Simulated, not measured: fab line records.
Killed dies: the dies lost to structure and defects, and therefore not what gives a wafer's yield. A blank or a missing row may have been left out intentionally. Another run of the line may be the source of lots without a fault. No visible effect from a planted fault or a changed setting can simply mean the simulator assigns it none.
Comparing a struck lot with a sound one / flow n5Finfet / 15 steps out of a route of 1938
Sound: these wafers, L213.1, L213.2, L213.6. Struck: wafers L226.3, L226.4, L226.6. The cause is given at the end.
For every step that has rows: the tool of each side, followed by ch and its chambers, followed by its first start. Under that, the readings that differ: sound wafers / struck wafers / difference of the means / sigmas: that difference in standard deviations of wafers without a fault.
alike: readings whose means differ by less than 2 such deviations, and words and numbers that are the same on both sides. not compared: withheld readings, readings that some wafer has no value for, bounds like >300 that may hide the same value, and numbers for which the record gives no deviation and whose values overlap.
A row with sigmas, a row that says differs or no value, or rows on one side alone: a step with any of these is where the two part. Numbers that have no deviation but don't overlap get no sigmas and don't part them. A reading missing from all wafers of one side parts the sides only when that side holds two or more wafers.

first, 2 steps without rows for these wafers: N5_BEOL_M13_ETCH_68 (etches SOC in N2/H2, time 355 s); N5_BEOL_M13_STRIP_69 (strips in N2/H2).
N5_BEOL_M13_TRENCH_ETCH_34: etches SiOC in C4F8/O2/Ar, target depth 413.47 nm, time 162.6 s.
  sound on rieDiel-06 ch 1,2,3, day 11 00:44; struck on rieDiel-03 ch 1,3, day 14 18:30
reading=oesProductAu (a.u.); sound=0.75 0.68 0.71; struck=0.95 0.95 0.95; difference=+0.24; sigmas=+2
  alike: drypumpMotorCurrentA, rfVppV, showerheadPlenumPTorr, throttleValvePct
  not compared: rfHoursCounterH
then, 1 step without rows for these wafers: N5_BEOL_M13_STRIP_70 (strips in C4F8/O2/Ar).
N5_BEOL_M13_OCD_MEAS_35:
  sound on ocd-02, day 11 00:55; struck on ocd-02, day 14 18:40
  alike: trenchDepthNm
then, 1 step without rows for these wafers: N5_BEOL_M13_STRIP_37 (strips in N2/H2).
N5_BEOL_M13_ETCH_38: etches SiCN in CF4/N2, target depth 67.5 nm, time 71.9 s.
  sound on rieDiel-03 ch 1,3, day 11 02:22; struck on rieDiel-03 ch 1,3, day 14 19:19
reading=oesProductAu (a.u.); sound=0.67 0.67 0.67; struck=0.96 0.96 0.96; difference=+0.29; sigmas=+3
  alike: drypumpMotorCurrentA, rfVppV, showerheadPlenumPTorr, throttleValvePct
  not compared: rfHoursCounterH
then, 2 steps without rows for these wafers: N5_BEOL_M13_PRECLEAN_39 (cleans in residue remover, time 60 s); N5_BEOL_M13_SRD_40 (time 30 s, dry time 30 s).
N5_BEOL_M13_DEGAS_41: time 60 s.
  sound on pvdSputter-01, day 11 02:56; struck on pvdSputter-01, day 14 20:04
  alike: heaterPowerW
N5_BEOL_M13_PRE_CLEAN_42: time 30 s.
  sound on pvdSputter-01, day 11 02:58; struck on pvdSputter-01, day 14 20:06
  alike: heaterPowerW
N5_BEOL_M13_SPUTTER_43: material TaN, target thk 15 nm, time 24.19 s.
  sound on pvdSputter-01, day 11 03:01; struck on pvdSputter-01, day 14 20:08
  alike: cathodeDcPowerW, throttleValvePct
N5_BEOL_M13_SPUTTER_44: material Ta, target thk 10 nm, time 16.13 s.
  sound on pvdSputter-01, day 11 03:05; struck on pvdSputter-01, day 14 20:13
reading=cathodeDcPowerW (W); sound=14999 15000 14999; struck=16564 16570 16568; difference=+1568; sigmas=+99 or more
reading=model.Ta_of_BEOL_M13_SPUTTER_44.thkNm (nm); sound=10 10 10; struck=11.2 11.4 11; difference=+1.2; sigmas=
  alike: throttleValvePct
then, 2 steps without rows for these wafers: N5_BEOL_M13_SPUTTER_45 (material Cu, target thk 80 nm, time 13.33 s); N5_PASSIVATION_PROBE_49.

## WHERE THEY PART
At N5_BEOL_M13_TRENCH_ETCH_34 first; at N5_BEOL_M13_SPUTTER_44 last (within this record only).

WHY: whatever the simulator had introduced
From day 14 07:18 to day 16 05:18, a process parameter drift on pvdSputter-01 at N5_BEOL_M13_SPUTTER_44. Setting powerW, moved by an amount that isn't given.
